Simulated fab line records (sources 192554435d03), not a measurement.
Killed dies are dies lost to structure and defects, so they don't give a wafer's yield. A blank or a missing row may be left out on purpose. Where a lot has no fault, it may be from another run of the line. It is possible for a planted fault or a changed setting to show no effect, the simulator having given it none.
Split-lot trial    flow n5-finfet    7 lots, 21 wafers read, on a route of 1938 steps

## THE SPLIT
At N5_BEOL_M11_ETCH_66 (etches SOC in N2/H2, target depth 120 nm, overetch 24 nm, time 180 s), the setting time-s was moved away from the recipe's 180 s on 8 of the 21 wafers read, by -19.4% to -10.0%. For the rest of the wafers, this setting stayed at what the recipe calls for.

The reading is taken at the split's own step.

## THE READING
SiARC_of_BEOL_M11_COAT_64.thk-nm (the simulator's own value, which no gauge read), in nm, at N5_BEOL_M11_ETCH_66 (etches SOC in N2/H2, target depth 120 nm, overetch 24 nm, time 180 s). The file gives no usual value for it. The 13 wafers here that ran the recipe average 22.8 nm, standard deviation 0.31 nm.

wafer   tool, chamber at the split  time-s as run, s  against the recipe  SiARC_of_BEOL_M11_COAT_64.thk-nm, nm  against lot-mates on the recipe
L080.2  rie-diel-02, 3              162               -10.0%              23.4                                  +0.8
L080.3  rie-diel-02, 0              162               -10.0%              23.6                                  +1.0
L080.4  rie-diel-02, 1              180               recipe              22.6                                  -
L084.1  rie-diel-02, 1,3            180               recipe              22.4                                  -
L084.3  rie-diel-02, 1,3            180               recipe              22.4                                  -
L084.4  rie-diel-02, 0              158.3             -12.1%              23.4                                  +1.0
L091.2  rie-diel-03, 0,1            145.2             -19.3%              24.4                                  +1.6
L091.4  rie-diel-03, 0,1            145.2             -19.3%              24.4                                  +1.6
L091.6  rie-diel-03, 3              180               recipe              22.8                                  -
L093.1  rie-diel-03, 3              180               recipe              23                                    -
L093.3  rie-diel-03, 2,1            180               recipe              23.2                                  -
L093.5  rie-diel-03, 2,1            180               recipe              23.2                                  -
L095.1  rie-diel-03, 2              145               -19.4%              24.4                                  +1.3
L095.3  rie-diel-03, 0              180               recipe              23                                    -
L095.6  rie-diel-03, 1              180               recipe              23.2                                  -
L096.1  rie-diel-02, 1,0            160               -11.1%              23.6                                  +0.8
L096.4  rie-diel-02, 1,0            160               -11.1%              23.6                                  +0.8
L096.2  rie-diel-02, 3              180               recipe              22.8                                  -
L097.1  rie-diel-04, 0,1            180               recipe              22.8                                  -
L097.3  rie-diel-04, 0,1            180               recipe              22.8                                  -
L097.2  rie-diel-04, 3              180               recipe              22.2                                  -
Rows listing several chambers each stand for several wafers; the file does not say which wafer went through which chamber.

FIT RESULTS
A straight line over all 21 wafers: SiARC_of_BEOL_M11_COAT_64.thk-nm changes by -0.078 nm for each +1% of time-s; r = -0.91; the points scatter about the line by 0.28 nm.
The same after taking each lot's own level away (the mean of its wafers on the recipe; 21 wafers): -0.0782 nm for each +1%; r = -0.97; scatter 0.15 nm.
The reading moves by 1.5 nm for the largest change in time-s, on that fit.
Measured against the standard deviation above, the lots' own levels, which go from 22.40 to 23.13 nm, span 2.3 times it.
The two slopes are in agreement: the lot-to-lot level therefore moves the slope only a little.
Check: with one of the wafers moved furthest among these (-19.4%) left out of the fit, the line predicts +1.59 nm for it against its lot-mates. Against them it came out at +1.3 nm.

## OTHER SPLITS ON THESE WAFERS
Note: prior to the reading, these wafers also went through further splits. Each is held against what the fit with the lots' levels taken away leaves over:
other split on the same wafers     wafers away from the commonest value  r with SiARC_of_BEOL_M11_COAT_64.thk-nm (lot level and that fit taken away)
N5_BEOL_M9_EXPOSE_08 dose-mj       5                                     -0.04
N5_BEOL_M10_TRENCH_ETCH_37 time-s  6                                     -0.05
N5_BEOL_M10_ETCH_41 source-w       9                                     -0.17

## FILE'S OWN FIT
SiARC_of_BEOL_M11_COAT_64.thk-nm changes by -0.0769 nm for each +1% of time-s, r = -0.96.
